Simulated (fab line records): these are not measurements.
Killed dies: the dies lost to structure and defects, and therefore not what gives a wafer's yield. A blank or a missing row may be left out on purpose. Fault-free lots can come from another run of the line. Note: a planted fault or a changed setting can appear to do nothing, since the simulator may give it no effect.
fab line records | flow nand-harc
record lots=14 | wafers=40 | last-day=24
route steps=1159 shown A_WL_FILL@813 END@1159
lots that met no fault: from a run of the same line without faults
start-h: hours from the record's opening day to when the first of the lot's shown wafers began | wait-h: how many hours have passed since the lot's step before this one | " unchanged from the row above | L1.1+2: one row covering several wafers at once | - no value, or no start was given | * or withheld: withheld | < > ~ a bound
route shown NAME@n: names a module that has steps shown in the file, with the first one's number in the route | usual: mean and standard deviation over wafers with no fault | same: alike in all rows | chamber/n: place in a boat | sites: the reading at each site | _std_site: the values' standard deviation | _edge_site: mean of outer sites minus mean of inner sites | radius-mm: for every site, how far away it sits from the centre of the wafer | mask NAME#n: copy n | behind: the tool/chamber that last shaped the wafer | hold: cause of the lot's hold/its duration in hours/its outcome | device: the transistor (n, p or np) that didn't switch | end of line: at the end of the route, the tests of the same wafers | where a step has no rows: the recipe by itself | killed: the dies lost at the first sort to structure and to defects; this is not the yield of the wafer | map: the dies of a wafer, with x for killed, . for not killed, _ for no die there
set.NAME: the setting as run; set.NAME@STEP: as run at that earlier step | model.NAME: the simulator's own value behind a step, which no gauge read
one table for each step of the route and one row for each wafer, over a sample of lots
services: from which hour (start-h, from the record's first day; less than 0 if before it) a tool's chamber was out of use, for how many hours, and why
## steps
# step NHARC_A_WL_FILL_CVD_03
# recipe target-thk-a=400 | temp-c=300 | pressure-torr=40 | wf6-flow-sccm=40 | h2-flow-sccm=1600 | ar-flow-sccm=1560 | time-s=3302 | material=W
# usual heater-power-w=505/43 | throttle-valve-pct=8.19/0.25
lot.wafer | tool     | chamber | start-h | wait-h | heater-power-w | throttle-valve-pct
L880.1    | cvd-w-01 | 1       | 343.02  | 0.5    | 525            | 7.73
L880.4    | "        | 0       | "       | "      | 551            | 8.13
L880.3    | "        | 1       | "       | "      | 530            | 7.87
L877.1    | cvd-w-01 | 1       | 345.37  | 2.6    | 536            | 7.86
L877.3    | "        | 1       | "       | "      | 523            | 7.74
L877.4    | "        | 0       | "       | "      | 553            | 8.24
L881.1    | cvd-w-01 | 1       | 348.17  | 1.3    | 529            | 8.14
L881.3    | "        | 1       | "       | "      | 510            | 8.04
L881.4    | "        | 0       | "       | "      | 555            | 8.14
L879.2    | cvd-w-01 | 1       | 351.50  | 4.4    | 508            | 8.01
L879.3    | "        | 0       | "       | "      | 545            | 7.88
L879.4    | "        | 1       | "       | "      | 519            | 7.81
L885.2    | cvd-w-01 | 1       | 381.78  | 0.1    | 519            | 7.91
L885.1    | "        | 0       | "       | "      | 555            | 8.41
L885.6    | "        | 0       | 384.12  | 2.4    | 561            | 8.26
L884.1    | cvd-w-01 | 0       | 384.59  | 2.7    | 549            | 8.15
L884.2    | "        | 1       | "       | "      | 526            | 8.08
L884.5    | "        | 1       | 386.96  | 5.0    | 536            | 7.45
L886.1    | cvd-w-02 | 1       | 394.08  | 0.1    | 484            | 8.23
L886.3    | "        | 1       | "       | "      | 488            | 8.45
L886.4    | "        | 0       | "       | "      | 432            | 8.43
L891.4    | cvd-w-01 | 0       | 407.29  | 2.6    | 550            | 8.18
L891.6    | "        | 1       | 408.70  | 4.0    | 524            | 7.89
L888.1    | cvd-w-02 | 1       | 418.64  | 4.4    | 480            | 8.29
L888.3    | "        | 0       | "       | "      | 424            | 8.31
L888.6    | "        | 1       | 420.52  | 6.3    | 493            | 8.28
L893.4    | cvd-w-02 | 0       | 436.43  | 1.1    | 425            | 8.41
L893.3    | "        | 1       | "       | "      | 488            | 8.32
L894.4    | cvd-w-01 | 0       | 436.67  | 1.5    | 554            | 8.26
L894.5    | "        | 1       | "       | "      | 532            | 8.00
L894.6    | "        | 0       | "       | "      | 558            | 8.14
L896.2    | cvd-w-02 | 1       | 448.82  | 0.1    | 498            | 8.44
L896.1    | "        | 0       | "       | "      | 421            | 8.15
L896.6    | "        | 1       | 450.71  | 1.9    | 492            | 8.38
L897.1    | cvd-w-02 | 0       | 464.18  | 0.5    | 443            | 8.17
L897.4    | "        | 1       | "       | "      | 481            | 8.13
L897.6    | "        | 0       | 466.04  | 2.4    | 437            | 8.28
L898.2    | cvd-w-02 | 1       | 466.51  | 1.5    | 496            | 8.34
L898.3    | "        | 1       | "       | "      | 482            | 8.57
L898.6    | "        | 1       | "       | "      | 489            | 8.49
# step NHARC_A_WL_FILL_ETCHBACK_05
# recipe target-depth-a=220 | time-s=60 | temp-c=40 | chemistry=Cl2/BCl3
# usual chamber-pressure-mTorr=9.999/0.0082 | drypump-motor-current-A=5.6/0.45 | oes-product-au=1.001/0.0083
lot.wafer | tool         | chamber | start-h | wait-h | chamber-pressure-mTorr | drypump-motor-current-A | oes-product-au | rf-hours-counter-h
L880.1    | rie-metal-03 | 1       | 346.10  | 0.2    | 9.992                  | 6.2                     | 0.996          | 1.5
L880.3    | "            | 0       | "       | "      | 10.003                 | 5.0                     | 0.990          | -
L880.4    | "            | 1       | "       | "      | 9.982                  | 6.2                     | 0.994          | -
L877.1    | rie-metal-01 | 1       | 348.92  | 0.2    | 9.999                  | 6.2                     | 0.991          | 0.6
L877.4    | "            | 1       | "       | "      | 10.013                 | 6.2                     | 0.995          | -
L877.3    | "            | 0       | "       | "      | 10.006                 | 5.2                     | 1.007          | -
L881.1    | rie-metal-03 | 1       | 351.78  | 0.2    | 10.012                 | 6.2                     | 0.995          | 1.7
L881.3    | "            | 0       | "       | "      | 10.001                 | 5.0                     | 1.000          | -
L881.4    | "            | 1       | "       | "      | 10.001                 | 6.2                     | 0.989          | -
L879.2    | rie-metal-03 | 1       | 354.53  | 0.2    | 9.992                  | 6.2                     | 0.994          | 1.9
L879.3    | "            | 1       | "       | "      | 9.989                  | 6.2                     | 0.987          | -
L879.4    | "            | 0       | "       | "      | 9.988                  | 5.0                     | 1.002          | -
L885.1    | rie-metal-02 | 1       | 385.31  | 0.2    | 9.996                  | 6.0                     | 0.987          | 4.6
L885.2    | "            | 0       | "       | "      | 9.993                  | 5.5                     | 0.993          | 4.6
L885.6    | "            | 0       | "       | "      | 9.992                  | 5.5                     | 1.004          | -
L884.1    | rie-metal-01 | 1       | 388.17  | 0.2    | 9.995                  | 6.2                     | 0.986          | 2.0
L884.2    | "            | 0       | "       | "      | 9.997                  | 5.2                     | 1.007          | 1.6
L884.5    | "            | 1       | "       | "      | 9.987                  | 6.2                     | 0.992          | -
L886.1    | rie-metal-01 | 0       | 397.86  | 0.4    | 10.020                 | 5.2                     | 0.998          | 2.0
L886.3    | "            | 0       | "       | "      | 9.993                  | 5.2                     | 1.002          | -
L886.4    | "            | 0       | "       | "      | 10.001                 | 5.3                     | 0.997          | -
L891.4    | rie-metal-02 | 1       | 409.94  | 0.2    | 9.989                  | 5.9                     | 0.997          | -
L891.6    | "            | 1       | "       | "      | 9.983                  | 6.0                     | 1.016          | -
L888.1    | rie-metal-03 | 0       | 421.73  | 0.2    | 9.992                  | 5.0                     | 1.009          | 3.9
L888.3    | "            | 0       | "       | "      | 10.002                 | 5.1                     | 1.002          | -
L888.6    | "            | 1       | "       | "      | 9.997                  | 6.2                     | 0.993          | -
L894.4    | rie-metal-02 | 0       | 438.87  | 0.2    | 10.015                 | 5.5                     | 1.001          | -
L894.5    | "            | 0       | "       | "      | 9.988                  | 5.5                     | 1.009          | -
L894.6    | "            | 1       | "       | "      | 9.988                  | 6.0                     | 1.004          | -
L893.3    | rie-metal-03 | 0       | 439.08  | 0.2    | 10.009                 | 5.0                     | 1.003          | -
L893.4    | "            | 1       | "       | "      | 9.995                  | 6.2                     | 0.990          | -
L896.2    | rie-metal-03 | 0       | 452.38  | 0.2    | 10.008                 | 5.0                     | 0.993          | 4.9
L896.1    | "            | 1       | "       | "      | 9.998                  | 6.2                     | 0.997          | 4.9
L896.6    | "            | 0       | "       | "      | 10.001                 | 5.0                     | 1.007          | -
L897.1    | rie-metal-02 | 0       | 467.24  | 0.2    | 10.006                 | 5.5                     | 1.005          | 2.4
L897.4    | "            | 0       | "       | "      | 9.992                  | 5.5                     | 1.008          | -
L897.6    | "            | 1       | "       | "      | 9.996                  | 5.9                     | 1.013          | -
L898.2    | rie-metal-01 | 1       | 470.06  | 0.2    | 10.009                 | 6.2                     | 0.995          | 3.0
L898.3    | "            | 0       | "       | "      | 10.006                 | 5.3                     | 1.010          | -
L898.6    | "            | 0       | "       | "      | 10.004                 | 5.2                     | 1.008          | -
# step NHARC_A_WL_FILL_ALD_19
# recipe target-thk-a=20 | pulse-time-s=3 | ald-cycles=100 | temp-c=450 | material=TiN
# usual ald-cycles=100/0 | heater-power-w=1043/87 | precursor-pulse-height-rel=1.001/0.018
lot.wafer | tool         | chamber | start-h | wait-h | ald-cycles | heater-power-w | precursor-pulse-height-rel
L880.4    | ald-metal-02 | 1       | 359.72  | 0.1    | 100        | 959            | 0.987
L880.1    | "            | 3       | "       | "      | 100        | 922            | 0.996
L880.3    | "            | 0       | "       | "      | 100        | 1164           | 1.016
L881.4    | ald-metal-01 | 3       | 365.75  | 0.1    | 100        | 1046           | 0.995
L881.3    | "            | 0       | "       | "      | 100        | 1229           | 1.010
L881.1    | "            | 1       | "       | "      | 100        | 1120           | 0.976
L877.3    | ald-metal-03 | 3       | 365.85  | 0.1    | 100        | 1051           | 1.025
L877.1    | "            | 0       | "       | "      | 100        | 999            | 1.016
L877.4    | "            | 2       | "       | "      | 100        | 1091           | 0.997
L879.4    | ald-metal-01 | 0       | 368.58  | 0.1    | 100        | 1211           | 0.992
L879.3    | "            | 1       | "       | "      | 100        | 1139           | 1.005
L879.2    | "            | 2       | "       | "      | 100        | 985            | 1.003
L885.1    | ald-metal-02 | 3       | 401.93  | 0.1    | 100        | 957            | 1.031
L885.2    | "            | 0       | "       | "      | 100        | 1149           | 0.979
L885.6    | "            | 2       | "       | "      | 100        | 1103           | 1.002
L884.2    | ald-metal-03 | 1       | 404.75  | 0.1    | 100        | 985            | 0.987
L884.1    | "            | 2       | "       | "      | 100        | 1018           | 0.991
L884.5    | "            | 2       | "       | "      | 100        | 1042           | 0.991
L886.3    | ald-metal-02 | 0       | 413.61  | 0.1    | 100        | 1132           | 0.994
L886.4    | "            | 1       | "       | "      | 100        | 918            | 0.967
L886.1    | "            | 3       | "       | "      | 100        | 924            | 1.008
L891.4    | ald-metal-02 | 2       | 424.33  | 0.1    | 100        | 1137           | 1.021
L891.6    | "            | 1       | "       | "      | 110        | 900            | 1.016
L888.1    | ald-metal-02 | 1       | 439.81  | 0.1    | 100        | 923            | 1.005
L888.3    | "            | 2       | "       | "      | 110        | 1164           | 0.989
L888.6    | "            | 3       | "       | "      | 110        | 930            | 0.994
L893.3    | ald-metal-02 | 1       | 454.36  | 0.1    | 110        | 925            | 1.004
L893.4    | "            | 0       | "       | "      | 100        | 1129           | 0.980
L894.4    | ald-metal-03 | 3       | 454.43  | 0.2    | 100        | 1016           | 1.058
L894.6    | "            | 0       | "       | "      | 100        | 972            | 1.001
L894.5    | "            | 1       | "       | "      | 100        | 1008           | 1.012
L896.2    | ald-metal-01 | 2       | 468.36  | 0.1    | 100        | 924            | 1.000
L896.1    | "            | 0       | "       | "      | 100        | 1161           | 0.980
L896.6    | "            | 2       | "       | "      | 100        | 905            | 1.014
L897.1    | ald-metal-01 | 3       | 482.74  | 0.1    | 100        | 1109           | 1.016
L897.4    | "            | 2       | "       | "      | 100        | 894            | 0.994
L897.6    | "            | 0       | "       | "      | 100        | 1128           | 1.007
L898.3    | ald-metal-01 | 2       | 486.04  | 0.1    | 100        | 902            | 1.010
L898.2    | "            | 3       | "       | "      | 100        | 1109           | 0.998
L898.6    | "            | 2       | "       | "      | 100        | 918            | 0.976
# step NHARC_A_WL_FILL_INSPECT_15
# usual raw-defect-count=386/120
lot.wafer | tool              | chamber | start-h | wait-h | raw-defect-count
L880.1    | defect-inspect-01 | -       | 365.41  | 0.0    | 304
L880.3    | "                 | -       | "       | "      | 302
L880.4    | "                 | -       | "       | "      | 385
L881.1    | defect-inspect-02 | -       | 371.41  | 0.0    | 388
L881.3    | "                 | -       | "       | "      | 288
L881.4    | "                 | -       | "       | "      | 328
L877.1    | defect-inspect-02 | -       | 375.68  | 0.0    | 517
L877.3    | "                 | -       | "       | "      | 441
L877.4    | "                 | -       | "       | "      | 755
L879.2    | defect-inspect-02 | -       | 379.42  | 0.0    | 268
L879.3    | "                 | -       | "       | "      | 417
L879.4    | "                 | -       | "       | "      | 338
L885.1    | defect-inspect-01 | -       | 407.58  | 0.1    | 189
L885.2    | "                 | -       | "       | "      | 289
L885.6    | "                 | -       | "       | "      | 287
L884.1    | defect-inspect-02 | -       | 412.95  | 0.0    | 384
L884.2    | "                 | -       | "       | "      | 516
L884.5    | "                 | -       | "       | "      | 331
L886.1    | defect-inspect-02 | -       | 419.31  | 0.0    | 362
L886.3    | "                 | -       | "       | "      | 321
L886.4    | "                 | -       | "       | "      | 303
L891.4    | defect-inspect-01 | -       | 430.20  | 0.0    | 349
L891.6    | "                 | -       | "       | "      | 261
L888.1    | defect-inspect-01 | -       | 445.50  | 0.0    | 235
L888.3    | "                 | -       | "       | "      | 296
L888.6    | "                 | -       | "       | "      | 418
L893.3    | defect-inspect-01 | -       | 462.73  | 0.0    | 521
L893.4    | "                 | -       | "       | "      | 420
L894.4    | defect-inspect-02 | -       | 463.14  | 0.0    | 421
L894.5    | "                 | -       | "       | "      | 358
L894.6    | "                 | -       | "       | "      | 424
L896.1    | defect-inspect-02 | -       | 474.28  | 0.0    | 448
L896.2    | "                 | -       | "       | "      | 495
L896.6    | "                 | -       | "       | "      | 455
L897.1    | defect-inspect-02 | -       | 494.05  | 0.0    | 276
L897.4    | "                 | -       | "       | "      | 361
L897.6    | "                 | -       | "       | "      | 297
L898.2    | defect-inspect-01 | -       | 498.40  | 0.0    | 288
L898.3    | "                 | -       | "       | "      | 340
L898.6    | "                 | -       | "       | "      | 224
# step NHARC_END_SORT_01
# recipe temp-c=25
# usual killed-at-array=27/9.3 | killed-at-other=0.9/1.3 | killed-at-periphery=3.6/2.7 | killed-dies=31/9.7 | killed-open=3.3/1.8 | killed-short=2.0/1.5
# same gross-dies=677
lot.wafer | tool      | chamber | start-h | wait-h | killed-at-array | killed-at-other | killed-at-periphery | killed-dies | killed-open | killed-short
L884.1    | prober-02 | 0       | 487.91  | 2.5    | 21              | 0               | 4                   | 25          | 5           | 0
L884.2    | prober-02 | 0       | 488.70  | 2.8    | 18              | 0               | 1                   | 19          | 2           | 4
L884.5    | prober-02 | 0       | 491.07  | 3.7    | 25              | 1               | 2                   | 28          | 4           | 2
# killed by level:class
L884.1 A_STAIRCASE:chamber-film-flake=7 A_CHANNEL_HOLE_D1:chamber-film-flake=6 A_CONTACT:chamber-film-flake=4 P_GATE:geometric-particle:open=1 P_CONTACT:geometric-particle:open=1 A_WL_FILL:geometric-particle:open=1 A_CONTACT:geometric-particle:open=1 A_M0:geometric-particle:open=1
L884.2 A_STAIRCASE:chamber-film-flake=6 A_SGD_CUT:chamber-film-flake=3 A_CHANNEL_FILL_D1:geometric-particle:short=2 A_CONTACT:chamber-film-flake=2 A_SOURCE_PLATE:geometric-particle:short=1 A_CONTACT:geometric-particle:short=1 A_CONTACT:geometric-particle:open=1 A_M0:geometric-particle:open=1
L884.5 A_STAIRCASE:chamber-film-flake=10 A_CONTACT:chamber-film-flake=4 A_CHANNEL_HOLE_D1:chamber-film-flake=3 P_CONTACT:chamber-film-flake=2 A_M0:geometric-particle:open=2 A_CHANNEL_HOLE_D1:geometric-particle:short=1 A_SGD_CUT:geometric-particle:open=1 A_WL_FILL:geometric-particle:short=1
## services
tool         | chamber | start-h | hours | kind
ald-metal-03 | -       | 322.00  | 10.0  | pm
rie-metal-01 | -       | 332.00  | 9.0   | pm
ald-metal-02 | 3       | 351.52  | 3.4   | repair
ald-metal-02 | -       | 364.00  | 10.0  | pm
cvd-w-02     | -       | 378.19  | 13.0  | pm
cvd-w-02     | 0       | 378.19  | 13.0  | vent-cycle
cvd-w-02     | 1       | 378.19  | 13.0  | vent-cycle
ald-metal-03 | -       | 382.46  | 2.1   | repair
rie-metal-03 | -       | 385.39  | 0.6   | repair
rie-metal-02 | -       | 388.00  | 9.0   | pm
rie-metal-01 | 1       | 390.82  | 50.1  | repair
cvd-w-02     | 0       | 391.19  | -     | clean
cvd-w-02     | 1       | 391.19  | -     | clean
ald-metal-01 | 0       | 428.02  | 28.2  | repair
rie-metal-03 | -       | 453.00  | 9.0   | pm
rie-metal-03 | 0       | 453.00  | 9.0   | vent-cycle
ald-metal-01 | -       | 458.00  | 10.0  | pm
ald-metal-03 | -       | 460.59  | 0.9   | repair
rie-metal-01 | -       | 460.73  | 0.6   | repair
rie-metal-01 | -       | 468.39  | 0.4   | repair
rie-metal-01 | 1       | 472.31  | 5.4   | repair
cvd-w-01     | -       | 475.58  | 13.0  | pm
cvd-w-01     | 0       | 475.58  | 13.0  | vent-cycle
cvd-w-01     | 1       | 475.58  | 13.0  | vent-cycle
## key
first-sign step=NHARC_A_WL_FILL_ALD_19 | reading=ald-cycles | direction=up | sigmas=99+ | usual=100 | struck=110
effect none on later readings
met-at NHARC_A_WL_FILL_ALD_19
struck-lots L888,L891,L893
struck-wafers L888.3,L888.6,L891.6,L893.3
tester-left-out L888,L891,L893
not-acting-at NHARC_A_WL_FILL_CVD_03,NHARC_A_WL_FILL_ETCHBACK_05,NHARC_A_WL_FILL_INSPECT_15
onset-between 413.61 424.33
fault kind=process-parameter-drift | tool=ald-metal-02 | chamber=- | onset-h=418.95 | steps=NHARC_A_WL_FILL_ALD_19 | channel=ald-cycles | offset=10 | shape=step | end-h=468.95 | scope=struck-wafers-only | acts-in=these-recipes-only | stated=100
# tester-left-out: of these lots the tester's yield and bins aren't shown, on N5 and GAA mostly nor the transistor test; their killed dies are dies lost to structure and defects alone, not to doping, threshold or leakage, so they don't give the yield
